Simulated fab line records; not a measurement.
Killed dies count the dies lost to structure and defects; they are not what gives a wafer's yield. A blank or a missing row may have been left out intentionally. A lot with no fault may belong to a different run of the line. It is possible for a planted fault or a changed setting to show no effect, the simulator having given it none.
Chamber matching -- flow n5_finfet -- rie_diel-06 running N5_BEOL_M0_CUTY_DESCUM_61: 4 sister chambers
The step chemistry O2, time 7.9 s. 4 wafers are shown with their chamber, then 9 later ones without.

== WAFERS PAIRED WITH THEIR CHAMBERS ==
wafer,chamber,showerhead_plenum_p_Torr (Torr)
L079.6,2,2.19
L085.3,0,2.08
L087.3,3,2.10
L087.5,1,2.12

== WAFERS WITH NO CHAMBER GIVEN ==
wafer,showerhead_plenum_p_Torr (Torr)
L089.2,2.07
L089.4,2.18
L089.5,2.07
L091.1,2.10
L091.4,2.07
L091.6,2.11
L096.1,2.11
L096.2,2.09
L096.3,2.17

== WHICH CHAMBER EACH WENT THROUGH ==
wafer,from the rows above,in truth
L089.2,can't be placed: 0 or 3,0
L089.4,2,2
L089.5,can't be placed: 0 or 3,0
L091.1,can't be placed: 3 or 0 or 1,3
L091.4,can't be placed: 0 or 3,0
L091.6,can't be placed: 3 or 1 or 0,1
L096.1,can't be placed: 3 or 1 or 0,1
L096.2,can't be placed: 0 or 3 or 1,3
L096.3,2,2
Placed correctly: 2 of 9. These rows do not allow placing 7 (true chamber among the candidates in 7). Placed wrongly: 0.
How it was worked out, from the rows above alone: a wafer's distance from a chamber is the root of the sum, over the readings, of the square of ((its reading less the chamber's mean) divided by the reading's scatter). If the next closest chamber is less than 2 further off than the closest, the wafer can't be placed; otherwise it belongs to the closest. Each chamber's mean is taken over the wafers shown for it. The scatter: with one shown wafer a chamber, the root of the mean of the squares of how far each hidden wafer lies from its nearest shown one.
